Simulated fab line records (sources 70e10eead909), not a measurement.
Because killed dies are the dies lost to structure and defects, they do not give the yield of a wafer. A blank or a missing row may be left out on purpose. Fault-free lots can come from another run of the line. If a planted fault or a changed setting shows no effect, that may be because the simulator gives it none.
fab line records | flow nand-harc
record lots=13 wafers=36 last-day=23
route steps=1159 shown P_START@1 P_ZERO_WELL@17 P_STI@90
lots that met no fault: from a run of the same line without faults
start-h: the number of hours between the record's first day and the start of the first shown wafer of the lot | wait-h: hours since the lot's step before | " as in the row above | L1.1+2: a single row standing in for several wafers | - no value, or no start was given | * or withheld: withheld | < > ~ a bound
route shown NAME@n: names a module that has steps shown in the file, with the first one's number in the route | usual: the fault-free wafers' mean and standard deviation | same: alike in all rows | chamber/n: place in a boat | sites: the reading at each site | _std_site: how widely they spread, as a standard deviation | _edge_site: outer sites' mean less inner sites' | radius-mm: how far each site lies from the wafer's centre | mask NAME#n: copy n | behind: tool/chamber where the wafer was last shaped | hold: the reason the lot was held/the length of the hold in hours/how it ended | device: the n, p or np transistor that did not switch | end of line: at the end of the route, the tests of the same wafers | where a step has no rows: the recipe by itself | killed: count of dies lost to structure and defects at first sort (not the wafer's yield) | map: the dies of a wafer, with x for killed, . for not killed, _ for no die there
set.NAME: the setting as run; set.NAME@STEP: as run at that earlier step | model.NAME: the simulator's own value behind a step, which no gauge read
route steps across a sampled set of lots; one table per step, one row per wafer
services: the hour from which a tool's chamber was out of use, counted from the record's first day as start-h (under 0 if before that day), plus the number of hours and why
## steps
# step NHARC_P_START_INSPECT_01
# usual raw-defect-count=3.5/1.8
# columns lot.wafer tool chamber start-h wait-h raw-defect-count
L581.1 defect-inspect-01 - 12.04 - 4
L581.2 " - " " 2
L581.5 " - " " 0
L584.3 defect-inspect-02 - 30.04 - 3
L584.4 " - " " 5
L584.6 " - " " 1
L585.2 defect-inspect-01 - 36.04 - 1
L585.3 " - " " 7
L585.5 " - " " 3
L587.2 defect-inspect-02 - 48.04 - 3
L587.4 " - " " 2
L587.6 " - " " 3
L588.1 defect-inspect-01 - 54.04 - 6
L588.2 " - " " 8
L588.4 " - " " 4
L589.1 defect-inspect-02 - 60.04 - 0
L589.3 " - " " 3
L589.5 " - " " 5
L590.1 defect-inspect-01 - 66.04 - 2
L590.3 " - " " 2
L590.5 " - " " 5
L592.1 defect-inspect-02 - 78.03 - 2
L592.4 " - " " 4
L592.5 " - " " 2
L594.2 defect-inspect-02 - 90.04 - 1
L594.4 " - " " 4
L594.5 " - " " 2
L596.2 defect-inspect-02 - 102.04 - 3
L596.5 " - " " 2
L597.2 defect-inspect-02 - 108.04 - 2
L597.6 " - " " 4
L599.4 defect-inspect-02 - 120.04 - 3
L599.6 " - " " 5
L603.2 defect-inspect-01 - 144.04 - 3
L603.4 " - " " 3
L603.5 " - " " 8
# step NHARC_P_ZERO_WELL_ETCH_65
# recipe target-depth-a=800 overetch-a=240 time-s=87.88 ion-energy-ev=200 n2-flow-sccm=150 h2-flow-sccm=150 ar-flow-sccm=0 rf-w=400 bias-w=150 chemistry=N2/H2
# usual drypump-motor-current-A=5.9/0.48 oes-product-au=0.996/0.013 rf-vpp-V=431.4/2.7 showerhead-plenum-p-Torr=2.07/0.097 throttle-valve-pct=14.172/0.0093
# columns lot.wafer tool chamber start-h wait-h drypump-motor-current-A oes-product-au rf-hours-counter-h rf-vpp-V showerhead-plenum-p-Torr throttle-valve-pct
L581.2 rie-diel-13 3 13.49 0.1 6.2 1.009 5.6 427.7 1.93 14.175
L581.1 " 0 " " 5.4 0.979 5.9 432.1 2.10 14.165
L581.5 " 2 " " 5.4 0.983 - 434.8 2.19 14.169
L584.4 rie-diel-10 3 31.36 0.1 6.6 1.000 1.9 429.0 2.00 14.164
L584.3 " 1 " " 5.3 1.005 1.3 433.3 2.11 14.173
L584.6 " 0 " " 6.0 0.988 - 427.2 1.94 14.178
L585.3 rie-diel-10 0 37.49 0.1 6.0 0.987 1.9 427.5 1.94 14.175
L585.2 " 1 " " 5.3 1.005 1.6 432.8 2.11 14.158
L585.5 " 0 " " 6.0 0.982 - 428.3 1.94 14.181
L587.4 rie-diel-13 0 49.74 0.1 5.4 0.988 7.4 432.7 2.10 14.182
L587.2 " 2 " " 5.4 0.971 7.6 434.9 2.19 14.157
L587.6 " 1 " " 6.3 1.012 - 434.6 2.20 14.174
L588.2 rie-diel-10 2 55.51 0.1 5.8 0.996 2.8 435.7 2.19 14.173
L588.1 " 3 " " 6.6 1.001 3.2 429.3 2.00 14.176
L588.4 " 1 " " 5.3 1.004 2.5 432.4 2.11 14.163
L589.3 rie-diel-13 0 61.49 0.1 5.4 0.991 8.6 433.7 2.10 14.161
L589.1 " 2 " " 5.5 0.987 8.8 434.5 2.19 14.176
L589.5 " 3 " " 6.1 1.010 - 426.6 1.93 14.183
L590.3 rie-diel-10 3 67.57 0.1 6.6 1.002 4.0 429.8 2.00 14.166
L590.1 " 0 " " 6.0 0.991 3.9 427.3 1.94 14.168
L590.5 " 0 " " 6.0 0.994 - 427.6 1.94 14.182
L592.1 rie-diel-07 1 79.37 0.1 6.7 0.964 1.5 430.6 2.03 14.176
L592.4 " 2 " " 5.3 1.014 1.7 432.7 2.11 14.186
L592.5 " 2 " " 5.3 1.015 - 432.2 2.11 14.165
L594.2 rie-diel-07 1 91.35 0.1 6.6 0.974 1.9 429.1 2.03 14.180
L594.4 " 0 " " 6.2 1.004 2.1 425.8 1.91 14.170
L594.5 " 2 " " 5.3 1.010 - 432.8 2.11 14.172
L596.2 rie-diel-10 1 103.37 0.1 5.3 1.009 7.1 432.9 2.10 14.183
L596.5 " 3 " " 6.6 1.006 - 430.3 2.00 14.162
L597.2 rie-diel-13 1 109.51 0.1 6.3 1.008 0.0 434.3 2.19 14.172
L597.6 " 3 " " 6.2 0.993 - 427.3 1.93 14.181
L599.6 rie-diel-07 1 121.53 0.1 6.6 0.977 - 429.8 2.03 14.147
L599.4 " 3 " " 6.1 0.993 - 430.5 2.05 14.177
L603.2 rie-diel-07 1 145.52 0.1 6.7 0.984 5.5 429.2 2.03 14.173
L603.4 " 1 " " 6.7 0.980 - 431.4 2.03 14.165
L603.5 " 2 " " 5.4 1.011 - 431.7 2.11 14.170
# step NHARC_P_ZERO_WELL_EXPOSE_34
# recipe na=0.6 target-cd-nm=720 dose-mj=22.31 mask-id=P_PWELL
# columns lot.wafer tool chamber start-h wait-h mask
L581.1+2+5 krf-scanner-02 0 15.98 - P_PWELL#0
L584.3+4+6 krf-scanner-02 0 33.83 - P_PWELL#0
L585.2+3+5 krf-scanner-01 0 40.06 - P_PWELL#0
L587.2+4+6 krf-scanner-01 0 52.21 - P_PWELL#0
L588.1+2+4 krf-scanner-01 0 57.96 - P_PWELL#0
L589.1+3+5 krf-scanner-02 0 64.10 - P_PWELL#0
L590.1+3+5 krf-scanner-01 0 70.16 - P_PWELL#0
L592.1+4+5 krf-scanner-02 0 81.69 - P_PWELL#0
L594.2+4+5 krf-scanner-01 0 94.15 - P_PWELL#0
L596.2+5 krf-scanner-02 0 105.88 - P_PWELL#0
L597.2+6 krf-scanner-02 0 111.85 - P_PWELL#0
L599.4+6 krf-scanner-02 0 124.14 - P_PWELL#0
L603.2+4+5 krf-scanner-01 0 148.15 - P_PWELL#0
# step NHARC_P_ZERO_WELL_CD_MEAS_37
# recipe target-cd-nm=720 landing-energy-ev=500
# usual cd-nm=720.0/1.8
# columns lot.wafer tool chamber start-h wait-h cd-nm
L581.1 cd-sem-03 0 16.14 - 721.3
L581.2 " 0 " " 716.7
L581.5 " 0 " " 721.5
L584.3 cd-sem-01 0 33.98 - 720.9
L584.4 " 0 " " 718.6
L584.6 " 0 " " 718.4
L585.2 cd-sem-02 0 40.22 - 719.2
L585.3 " 0 " " 722.1
L585.5 " 0 " " 722.9
L587.2 cd-sem-01 0 52.37 - 719.0
L587.4 " 0 " " 716.8
L587.6 " 0 " " 720.1
L588.1 cd-sem-01 0 58.11 - 718.9
L588.2 " 0 " " 719.3
L588.4 " 0 " " 720.9
L589.1 cd-sem-01 0 64.26 - 717.8
L589.3 " 0 " " 719.6
L589.5 " 0 " " 719.6
L590.1 cd-sem-02 0 70.32 - 721.7
L590.3 " 0 " " 718.8
L590.5 " 0 " " 722.8
L592.1 cd-sem-02 0 81.85 - 721.0
L592.4 " 0 " " 720.8
L592.5 " 0 " " 723.2
L594.2 cd-sem-02 0 94.31 - 720.3
L594.4 " 0 " " 722.4
L594.5 " 0 " " 721.5
L596.2 cd-sem-02 0 106.04 - 735.9
L596.5 " 0 " " 720.0
L597.2 cd-sem-01 0 112.01 - 735.0
L597.6 " 0 " " 720.8
L599.4 cd-sem-02 0 124.29 - 733.4
L599.6 " 0 " " 720.8
L603.2 cd-sem-02 0 148.30 - 722.1
L603.4 " 0 " " 722.0
L603.5 " 0 " " 718.7
# step NHARC_P_STI_ETCH_15
# recipe target-depth-a=3000 taper-deg=4 time-s=100.1 hbr-flow-sccm=150 cl2-flow-sccm=50 rf-w=400 icp-w=400 bias-w=100 chemistry=HBr/Cl2
# usual drypump-motor-current-A=5.7/0.5 hbr-flow-sccm=149.9/0.45 oes-product-au=0.999/0.011 throttle-valve-pct=26.406/0.0077
# columns lot.wafer tool chamber start-h wait-h drypump-motor-current-A hbr-flow-sccm oes-product-au rf-hours-counter-h throttle-valve-pct
L581.2 rie-si-01 0 33.10 - 5.7 150.3 1.006 0.4 26.412
L581.1 " 1 " " 6.3 149.8 1.005 0.6 26.404
L581.5 " 3 " " 5.2 150.5 1.001 - 26.410
L584.3 rie-si-06 2 50.08 - 5.1 149.3 0.980 0.2 26.404
L584.4 " 0 " " 4.8 149.5 0.995 0.3 26.418
L584.6 " 2 " " 5.1 149.2 0.980 - 26.404
L585.3 rie-si-06 3 59.54 - 5.8 150.0 0.995 0.4 26.424
L585.2 " 2 " " 5.2 149.8 0.985 0.3 26.410
L585.5 " 3 " " 5.8 148.9 0.997 - 26.404
L587.4 rie-si-06 3 73.36 - 5.8 149.5 1.012 0.5 26.411
L587.2 " 0 " " 4.8 150.2 1.001 0.5 26.402
L587.6 " 2 " " 5.1 149.7 0.996 - 26.398
L588.2 rie-si-01 1 77.49 - 6.3 149.7 0.998 0.9 26.401
L588.4 " 2 " " 6.4 150.6 0.994 0.9 26.400
L588.1 " 0 " " 5.7 150.4 0.996 0.7 26.413
L589.1 rie-si-02 2 85.76 - 6.2 149.2 1.009 0.2 26.403
L589.3 " 3 " " 6.0 150.1 0.980 0.3 26.408
L589.5 " 1 " " 5.7 150.1 1.009 - 26.400
L590.3 rie-si-06 0 93.19 - 4.8 150.3 0.981 0.6 26.424
L590.1 " 1 " " 5.8 150.7 1.003 0.4 26.417
L590.5 " 1 " " 5.8 150.6 0.997 - 26.393
L592.1 rie-si-06 3 101.10 - 5.8 149.9 0.998 0.7 26.408
L592.4 " 0 " " 4.8 149.2 1.005 0.6 26.421
L592.5 " 3 " " 5.8 149.6 0.995 - 26.405
L594.4 rie-si-01 2 113.78 - 6.4 150.6 0.992 1.1 26.412
L594.2 " 3 " " 5.1 150.0 1.003 1.1 26.403
L594.5 " 1 " " 6.3 149.5 1.001 - 26.402
L596.2 rie-si-06 0 129.65 - 4.8 150.6 1.017 1.0 26.404
L596.5 " 2 " " 5.1 149.4 0.979 - 26.408
L597.2 rie-si-02 0 129.79 - 6.3 150.4 0.986 0.7 26.406
L597.6 " 3 " " 6.0 150.1 0.989 - 26.401
L599.4 rie-si-02 1 144.73 - 5.7 150.2 1.025 0.7 26.405
L599.6 " 0 " " 6.3 150.0 0.999 - 26.423
L603.4 rie-si-02 1 170.11 - 5.7 150.0 1.007 1.0 26.401
L603.2 " 3 " " 5.9 149.4 0.980 1.0 26.395
L603.5 " 2 " " 6.2 150.3 0.997 - 26.412
## services
# columns tool chamber start-h hours kind
krf-scanner-01 - -3.74 4.5 repair
rie-diel-10 - -0.50 9.0 pm
krf-scanner-01 - 4.54 0.3 repair
rie-si-06 1 5.31 1.3 repair
rie-si-06 - 6.00 9.0 pm
rie-diel-13 3 27.81 4.5 repair
rie-diel-07 - 28.36 0.6 repair
krf-scanner-02 - 36.51 18.6 repair
rie-diel-07 - 51.20 9.0 pm
rie-diel-10 3 79.55 9.1 repair
krf-scanner-01 - 84.00 4.0 pm
rie-diel-07 - 85.47 0.1 repair
rie-diel-07 1 97.41 5.3 repair
krf-scanner-02 - 98.81 0.7 repair
rie-diel-13 - 99.00 9.0 pm
rie-diel-07 0 101.55 6.7 repair
rie-diel-10 0 104.16 1.7 repair
rie-si-06 0 120.24 2.8 repair
rie-diel-07 0 121.08 6.4 repair
rie-si-06 2 135.55 8.9 repair
rie-diel-10 1 139.59 3.5 repair
rie-diel-07 0 141.76 7.9 repair
rie-si-06 3 157.92 8.3 repair
rie-diel-10 1 160.92 7.2 repair
## key
first-sign step=NHARC_P_ZERO_WELL_CD_MEAS_37 reading=cd-nm direction=up sigmas=8.4 usual=720.0 struck=734.8
effect none on later readings
met-at NHARC_P_ZERO_WELL_EXPOSE_34
struck-lots L596,L597,L599
struck-wafers L596.2,L597.2,L599.4
tester-left-out L596,L597,L599
not-acting-at NHARC_P_START_INSPECT_01,NHARC_P_ZERO_WELL_ETCH_65,NHARC_P_STI_ETCH_15
onset-between 81.69 105.88
fault kind=process-parameter-drift tool=krf-scanner-02 chamber=- onset-h=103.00 steps=NHARC_P_ZERO_WELL_EXPOSE_34 channel=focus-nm offset=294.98 shape=step end-h=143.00 scope=struck-wafers-only
# tester-left-out: of these lots the tester's yield and bins aren't shown, on N5 and GAA mostly nor the transistor test; their killed dies are dies lost to structure and defects alone, not to doping, threshold or leakage, so they don't give the yield
